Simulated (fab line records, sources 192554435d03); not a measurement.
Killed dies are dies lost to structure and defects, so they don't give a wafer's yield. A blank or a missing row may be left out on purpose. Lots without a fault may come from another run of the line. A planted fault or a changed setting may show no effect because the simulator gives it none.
Chamber matching | flow n5_finfet | N5_BEOL_M8_STRIP_19 on rie_diel-06: 4 sister chambers
The step strips in O2. 16 wafers are shown with their chamber, then 8 later ones without.

WAFERS WITH THEIR CHAMBER
wafer  | chamber | drypump_motor_current_A (A) | showerhead_plenum_p_Torr (Torr) | throttle_valve_pct (%)
L080.2 | 2       | 6.24                        | 2.23                            | 16.42
L080.3 | 3       | 5.18                        | 2.00                            | 16.52
L080.6 | 1       | 5.46                        | 2.08                            | 17.10
L085.1 | 1       | 5.44                        | 2.07                            | 17.12
L085.2 | 3       | 5.24                        | 1.99                            | 16.56
L085.3 | 0       | 5.82                        | 2.16                            | 16.86
L086.3 | 1       | 5.42                        | 2.07                            | 17.10
L086.5 | 1       | 5.45                        | 2.07                            | 17.11
L086.6 | 0       | 5.82                        | 2.16                            | 16.83
L090.3 | 2       | 6.26                        | 2.22                            | 16.46
L090.4 | 3       | 5.21                        | 1.99                            | 16.57
L090.5 | 0       | 5.81                        | 2.16                            | 16.85
L092.1 | 2       | 6.28                        | 2.22                            | 16.45
L092.2 | 0       | 5.81                        | 2.15                            | 16.86
L092.5 | 2       | 6.25                        | 2.22                            | 16.47
L093.1 | 3       | 5.21                        | 1.99                            | 16.57

SIGNATURES (means of the wafers above)
reading                  | chamber 0 | chamber 1 | chamber 2 | chamber 3 | scatter within a chamber
drypump_motor_current_A  | 5.8150    | 5.4425    | 6.2575    | 5.2100    | 0.0174
showerhead_plenum_p_Torr | 2.1575    | 2.0725    | 2.2225    | 1.9925    | 0.005
throttle_valve_pct       | 16.8500   | 17.1075   | 16.4500   | 16.5550   | 0.0182
Rule: a wafer's distance from a chamber is the root of the sum, over the readings, of the square of ((its reading less the chamber's mean) divided by the reading's scatter). The wafer belongs to the nearest chamber; if the next one is less than 2 further off, it can't be placed. The scatter: the root of (the sum of the squares of (reading less its chamber's mean) over the shown wafers, divided by (wafers less chambers)).

WAFERS WITHOUT THEIR CHAMBER
wafer  | drypump_motor_current_A (A) | showerhead_plenum_p_Torr (Torr) | throttle_valve_pct (%)
L093.2 | 6.25                        | 2.21                            | 16.47
L093.5 | 6.27                        | 2.22                            | 16.48
L096.1 | 6.26                        | 2.21                            | 16.48
L096.2 | 5.81                        | 2.15                            | 16.89
L096.3 | 5.41                        | 2.07                            | 16.66
L096.4 | 5.18                        | 1.98                            | 16.59
L096.5 | 6.28                        | 2.21                            | 16.49
L096.6 | 5.20                        | 1.98                            | 16.60

WHICH CHAMBER EACH WENT THROUGH
wafer  | from the rows above | in truth
L093.2 | 2                   | 2
L093.5 | 2                   | 2
L096.1 | 2                   | 2
L096.2 | 0                   | 0
L096.3 | 3                   | 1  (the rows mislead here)
L096.4 | 3                   | 3
L096.5 | 2                   | 2
L096.6 | 3                   | 3
Placed correctly: 7 of 8. Can't be placed from these rows: 0. Placed wrongly: 1.
